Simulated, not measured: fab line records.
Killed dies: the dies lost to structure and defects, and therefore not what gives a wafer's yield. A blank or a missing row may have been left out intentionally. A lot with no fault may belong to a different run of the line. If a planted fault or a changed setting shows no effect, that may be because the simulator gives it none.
fab line records    flow n5Finfet
[record] lots = 10  wafers = 30  lastDay = 20
route steps=1938 shown BEOL_M14@1766 BEOL_M15@1788
lots with no fault: from the same line, run without faults
startH: start of the lot's first displayed wafer, in hours after the record's first day    waitH: time in hours since the lot's previous step    " as in the row above    L1.1+2: several wafers, shown together as one row    - no value, or no start given    * or withheld: withheld    < > ~ a bound
route shown NAME@n: NAME is a module with steps in the file, n the number in the route of the first one    usual: the fault-free wafers' mean and standard deviation    same: alike in all rows    chamber/n: place in a boat    sites: per-site readings    _std_site: standard deviation across them    _edge_site: mean of outer sites minus mean of inner sites    radiusMm: how far each site lies from the wafer's centre    mask NAME#n: copy n    behind: tool/chamber where the wafer was last shaped    hold: the reason the lot was held/the length of the hold in hours/how it ended    device: names the non-switching transistor (n, p or np)    end of line: at the end of the route, the tests of the same wafers    a step without rows: its recipe alone    killed: at the first sort, the dies lost to defects and structure; wafer yield is something else    map: dies across one wafer; x = killed, . = not, _ = none there
set.NAME: the setting as run; set.NAME@STEP: as run at that earlier step    model.NAME: the simulator's own value behind a step, which no gauge read
steps of the route over a sample of lots; a table a step, a row a wafer
services: the hour from which a tool's chamber was out of use, counted from the record's first day as startH (under 0 if before that day), plus the number of hours and why
[[steps]]
[step N5_BEOL_M14_ANNEAL_48]
[recipe] tempC = 225  timeS = 90  ambient = N2
[usual] wafer_temp_C_max = 225.71/0.2
lot.wafer  tool          chamber  startH  waitH  wafer_temp_C_max
L410.2     rtpAnneal-02  0        300.20  0.2    225.56
L410.3     "             0        "       "      225.47
L410.5     "             0        "       "      225.37
L409.1     rtpAnneal-02  0        301.13  0.1    225.67
L409.4     "             0        "       "      226.10
L409.5     "             0        "       "      225.67
L412.1     rtpAnneal-01  0        316.19  0.1    225.75
L412.4     "             0        "       "      225.62
L412.6     "             0        "       "      225.80
L414.2     rtpAnneal-01  0        319.23  0.8    225.59
L414.3     "             0        "       "      225.37
L414.6     "             0        "       "      225.56
L418.2     rtpAnneal-02  0        345.41  0.2    225.67
L418.3     "             0        "       "      225.60
L418.5     "             0        "       "      225.77
L419.3     rtpAnneal-01  0        354.95  1.0    225.57
L419.4     "             0        "       "      225.84
L419.5     "             0        "       "      225.67
L423.3     rtpAnneal-01  0        361.10  0.3    225.86
L423.4     "             0        "       "      226.31
L423.6     "             0        "       "      226.24
L426.2     rtpAnneal-01  0        388.74  0.6    225.92
L426.4     "             0        "       "      225.67
L426.5     "             0        "       "      226.01
L427.2     rtpAnneal-01  0        393.18  0.2    225.54
L427.3     "             0        "       "      225.87
L427.4     "             0        "       "      225.52
L431.1     rtpAnneal-02  0        443.86  0.1    226.01
L431.2     "             0        "       "      225.78
L431.5     "             0        "       "      225.86
[step N5_BEOL_M15_VIA_ETCH_16]
[recipe] chemistry = C4F8/O2/Ar  target = SiO2  heInnerTorr = 15  heOuterTorr = 30  targetDepthA = 17922  timeS = withheld  ionEnergyEv = 800  pressureMtorr = 20  sourceW = 1905  biasW = 2040  Ar_flow_sccm = 400  C4F8_flow_sccm = 16  O2_flow_sccm = 12  ends = cleared
[usual] drypumpMotorCurrentA = 5.8/0.52  oesProductAu = 0.70/0.061  rfVppV = 2226/18  showerheadPlenumPTorr = 3.42/0.1  throttleValvePct = 30.72/0.24
lot.wafer  tool        chamber  startH  waitH  drypumpMotorCurrentA  oesProductAu  rfVppV  showerheadPlenumPTorr  throttleValvePct
L410.2     rieDiel-05  3        301.70  0.0    5.8                   0.65          2233    3.55                   30.37
L410.3     "           2        "       "      5.3                   0.78          2228    3.35                   30.81
L410.5     "           2        "       "      5.3                   0.78          2227    3.35                   30.81
L409.1     rieDiel-05  2        302.89  0.0    5.3                   0.78          2228    3.35                   30.81
L409.4     "           1        "       "      6.0                   0.65          2197    3.41                   30.48
L409.5     "           2        "       "      5.3                   0.77          2227    3.35                   30.83
L412.1     rieDiel-05  3        318.04  0.0    5.8                   0.65          2234    3.54                   30.38
L412.4     "           0        "       "      5.0                   0.67          2238    3.55                   30.59
L412.6     "           3        "       "      5.8                   0.66          2233    3.54                   30.38
L414.2     rieDiel-05  0        320.82  0.0    5.0                   0.66          2238    3.55                   30.60
L414.3     "           2        "       "      5.3                   0.78          2226    3.35                   30.83
L414.6     "           3        "       "      5.8                   0.66          2235    3.54                   30.41
L418.2     rieDiel-05  1        347.00  0.0    6.0                   0.64          2195    3.40                   30.47
L418.3     "           0        "       "      5.0                   0.66          2236    3.54                   30.60
L418.5     "           2        "       "      5.3                   0.76          2226    3.35                   30.82
L419.3     rieDiel-05  0        356.56  0.0    5.0                   0.65          2236    3.54                   30.58
L419.4     "           2        "       "      5.3                   0.75          2228    3.35                   30.80
L419.5     "           3        "       "      5.8                   0.64          2235    3.54                   30.38
L423.3     rieDiel-02  0        362.83  0.0    5.8                   0.69          2234    3.45                   30.55
L423.4     "           3        "       "      4.7                   0.70          2231    3.30                   30.48
L423.6     "           2        "       "      6.1                   0.69          2267    3.46                   31.06
L426.2     rieDiel-06  3        390.74  0.0    5.8                   0.67          2213    3.30                   31.10
L426.4     "           2        "       "      6.7                   0.81          2207    3.36                   30.84
L426.5     "           3        "       "      5.8                   0.66          2215    3.30                   31.11
L427.2     rieDiel-05  1        394.92  0.0    6.0                   0.63          2196    3.40                   30.49
L427.3     "           3        "       "      5.8                   0.64          2232    3.53                   30.40
L427.4     "           2        "       "      5.3                   0.75          2225    3.34                   30.83
L431.1     rieDiel-05  0        445.94  0.0    5.0                   0.64          2235    3.53                   30.63
L431.2     "           3        "       "      5.8                   0.63          2232    3.53                   30.40
L431.5     "           2        "       "      5.3                   0.73          2225    3.33                   30.86
[step N5_BEOL_M15_STRIP_36]
[recipe] chemistry = O2  powerW = 600  tempC = 60  pressureMtorr = 30  rfFrequencyHz = 6e+07  biasPowerW = 0  overashFraction = 0.3  o2FlowSccm = 225
[usual] drypumpMotorCurrentA = 5.8/0.54  oesProductAu = 0.80/0.07  rfVppV = 3.7/0.91  showerheadPlenumPTorr = 2.08/0.068  throttleValvePct = 16.57/0.21
lot.wafer  tool        chamber  startH  waitH  drypumpMotorCurrentA  oesProductAu  rfHoursCounterH  rfVppV  showerheadPlenumPTorr  throttleValvePct
L410.2     rieDiel-02  2        305.57  2.1    6.1                   0.78          103              3.6     2.12                   16.79
L410.3     "           0        "       "      5.8                   0.77          128              2.4     2.11                   16.41
L410.5     "           2        "       "      6.1                   0.78          -                3.4     2.12                   16.76
L409.1     rieDiel-06  2        307.64  2.9    6.6                   0.95          11               3.2     2.06                   16.49
L409.4     "           1        "       "      5.2                   0.77          131              3.9     2.03                   16.72
L409.5     "           3        "       "      5.8                   0.76          -                2.6     2.02                   16.91
L412.1     rieDiel-05  2        322.54  2.7    5.3                   0.85          69               2.2     2.03                   16.50
L412.4     "           3        "       "      5.8                   0.72          187              4.4     2.19                   16.52
L412.6     "           2        "       "      5.3                   0.85          -                3.2     2.03                   16.52
L414.2     rieDiel-02  3        323.28  0.1    4.7                   0.80          106              2.8     2.02                   16.39
L414.3     "           2        "       "      6.1                   0.78          110              3.2     2.12                   16.79
L414.6     "           1        "       "      6.4                   0.82          -                2.6     2.23                   16.60
L418.2     rieDiel-06  0        351.40  2.6    6.2                   0.93          16               2.8     2.06                   16.16
L418.3     "           2        "       "      6.6                   0.92          27               3.8     2.06                   16.54
L418.5     "           1        "       "      5.2                   0.76          -                3.5     2.02                   16.75
L419.3     rieDiel-06  0        359.74  1.4    6.2                   0.94          18               3.4     2.06                   16.19
L419.4     "           1        "       "      5.2                   0.76          149              3.3     2.02                   16.73
L419.5     "           3        "       "      5.8                   0.76          -                3.9     2.02                   16.93
L423.3     rieDiel-05  3        365.04  0.0    5.8                   0.72          200              3.6     2.18                   16.57
L423.4     "           2        "       "      5.3                   0.82          81               3.6     2.03                   16.48
L423.6     "           2        "       "      5.3                   0.84          -                3.4     2.03                   16.54
L426.2     rieDiel-06  2        395.87  3.4    6.6                   0.90          41               4.9     2.05                   16.58
L426.4     "           1        "       "      5.2                   0.75          161              3.8     2.02                   16.80
L426.5     "           0        "       "      6.2                   0.90          -                3.8     2.05                   16.20
L427.2     rieDiel-02  1        396.71  0.1    6.4                   0.80          97               2.8     2.22                   16.69
L427.3     "           0        "       "      5.8                   0.76          156              4.4     2.10                   16.46
L427.4     "           2        "       "      6.1                   0.76          135              2.9     2.11                   16.85
L431.1     rieDiel-05  0        449.50  1.8    5.0                   0.71          233              3.0     2.15                   16.66
L431.2     "           3        "       "      5.8                   0.71          220              4.8     2.17                   16.60
L431.5     "           2        "       "      5.3                   0.81          -                4.5     2.02                   16.55
[step N5_BEOL_M15_CMP_49]
[recipe] stopOn = SiO2  tOverpolishS = 4.9  downForcePsi = 2  platenRpm = 80  clearingPlatenDownForcePsi = 2  clearingPlatenRpm = 80  postCmpClean = cuAlkaline  targetThkNm = 850  clearingPlatenPadVelocityMS = 1.5917  padVelocityMS = 1.5917
[usual] barrierFieldEndpointS = 11.37/0.24  edgeZonePressureFrac = 0.999/0.0053  headPressurePsi = 2.000/0.0048  motorCurrentA = 7.8/0.81  overpolishRunS = 4.900/0.0096  retainingRingPressureFrac = 0.999/0.0054  slurryFilterDpKPa = 13.54/0.14
lot.wafer  tool    chamber  startH  waitH  barrierFieldEndpointS  edgeZonePressureFrac  headPressurePsi  motorCurrentA  overpolishRunS  retainingRingPressureFrac  slurryFilterDpKPa
L410.2     cmp-02  0        308.72  0.2    11.61                  0.996                 1.995            7.6            4.898           0.991                      13.57
L410.3     "       2        "       "      11.12                  0.992                 1.999            7.6            4.897           1.003                      13.64
L410.5     "       1        "       "      10.93                  0.998                 2.002            9.4            4.893           0.988                      13.37
L409.1     cmp-01  3        309.42  0.3    11.30                  0.999                 2.002            7.4            4.899           0.996                      13.35
L409.4     "       2        "       "      11.52                  0.997                 2.004            6.4            4.890           0.996                      13.46
L409.5     "       3        "       "      11.22                  0.999                 2.007            7.6            4.890           0.996                      13.78
L412.4     cmp-02  0        324.10  0.2    11.53                  0.996                 1.998            7.5            4.913           0.985                      13.55
L412.1     "       1        "       "      11.46                  1.002                 2.001            9.3            4.921           1.005                      13.60
L412.6     "       0        "       "      11.31                  0.999                 2.001            7.0            4.875           0.986                      13.41
L414.2     cmp-02  0        324.73  0.3    11.30                  1.004                 2.005            7.3            4.901           1.002                      13.38
L414.3     "       1        "       "      11.33                  0.991                 1.998            9.3            4.890           1.004                      13.45
L414.6     "       2        "       "      11.54                  0.999                 1.994            7.7            4.877           0.997                      13.43
L418.3     cmp-02  2        354.27  0.2    11.38                  0.993                 2.001            7.4            4.886           1.008                      13.50
L418.2     "       0        "       "      11.28                  1.006                 1.998            7.5            4.906           1.009                      13.49
L418.5     "       2        "       "      11.40                  0.995                 2.001            7.5            4.888           1.006                      13.45
L419.3     cmp-02  3        361.75  0.2    10.94                  1.014                 1.999            8.7            4.915           0.997                      13.55
L419.4     "       0        "       "      10.93                  0.996                 2.005            7.5            4.902           0.998                      13.63
L419.5     "       3        "       "      10.87                  1.007                 1.995            8.6            4.889           0.995                      13.33
L423.4     cmp-01  1        366.40  0.2    11.00                  1.000                 1.997            8.2            4.901           0.993                      13.56
L423.3     "       2        "       "      11.33                  0.998                 1.997            6.2            4.909           1.003                      13.63
L423.6     "       3        "       "      10.77                  0.997                 1.993            7.0            4.908           0.989                      13.58
L426.2     cmp-02  3        397.96  0.4    11.02                  0.999                 2.001            8.5            4.892           1.001                      13.62
L426.4     "       1        "       "      12.99                  0.994                 1.700            8.3            4.896           1.011                      13.65
L426.5     "       0        "       "      11.22                  1.003                 1.998            7.5            4.898           1.004                      13.47
L427.4     cmp-02  3        398.47  0.1    11.41                  0.995                 1.989            8.3            4.905           0.999                      13.65
L427.3     "       1        "       "      13.42                  0.985                 1.689            8.3            4.877           1.004                      13.57
L427.2     "       2        "       "      11.12                  1.014                 2.000            7.6            4.912           1.003                      13.60
L431.1     cmp-01  0        451.14  0.3    11.68                  1.000                 1.995            7.6            4.896           0.996                      13.59
L431.2     "       2        "       "      11.75                  1.002                 2.000            6.7            4.913           1.002                      13.52
L431.5     "       0        "       "      11.54                  0.993                 2.000            7.4            4.891           0.997                      13.62
[[services]]
tool          chamber  startH  hours  kind
rieDiel-05    0        295.90  7.5    repair
rieDiel-02    -        306.21  0.9    repair
rieDiel-05    -        311.94  4.3    pm
rieDiel-06    0        313.92  13.7   repair
rieDiel-05    -        332.69  0.7    repair
cmp-02        -        335.62  5.2    pm
cmp-01        -        369.76  0.3    repair
rtpAnneal-02  -        383.37  2.9    pm
rieDiel-06    0        386.48  5.5    repair
cmp-01        -        387.43  4.0    pm
cmp-02        -        389.17  3.4    pm
cmp-01        -        391.43  -      consumableReplace:conditioner
cmp-01        -        391.43  -      consumableReplace:pad
rieDiel-02    2        401.27  1.5    repair
cmp-02        -        407.14  4.1    repair
rieDiel-05    3        426.73  15.0   repair
rieDiel-02    0        427.45  2.2    repair
rieDiel-06    0        436.56  4.0    repair
cmp-01        -        441.90  1.4    repair
cmp-02        -        444.43  1.1    repair
cmp-02        -        446.51  6.5    pm
[[key]]
[firstSign] step = N5_BEOL_M15_CMP_49  reading = headPressurePsi  direction = down  sigmas = 64  usual = 2.000  struck = 1.694
[effect] step = N5_BEOL_M15_CMP_49  reading = barrierFieldEndpointS  direction = up  sigmas = 7.5  usual = 11.37  struck = 13.21
metAt N5_BEOL_M15_CMP_49
struckLots L426,L427
struckWafers L426.4,L427.3
notActingAt N5_BEOL_M14_ANNEAL_48,N5_BEOL_M15_VIA_ETCH_16,N5_BEOL_M15_STRIP_36
onsetBetween 324.73 397.96
[fault] kind = processParameterDrift  tool = cmp-02  chamber = 1  onsetH = 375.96  steps = N5_BEOL_M15_CMP_49  channel = downForcePsi  offset = -0.30441  shape = step  endH = 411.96  actsIn = theseRecipesOnly  stated = 2
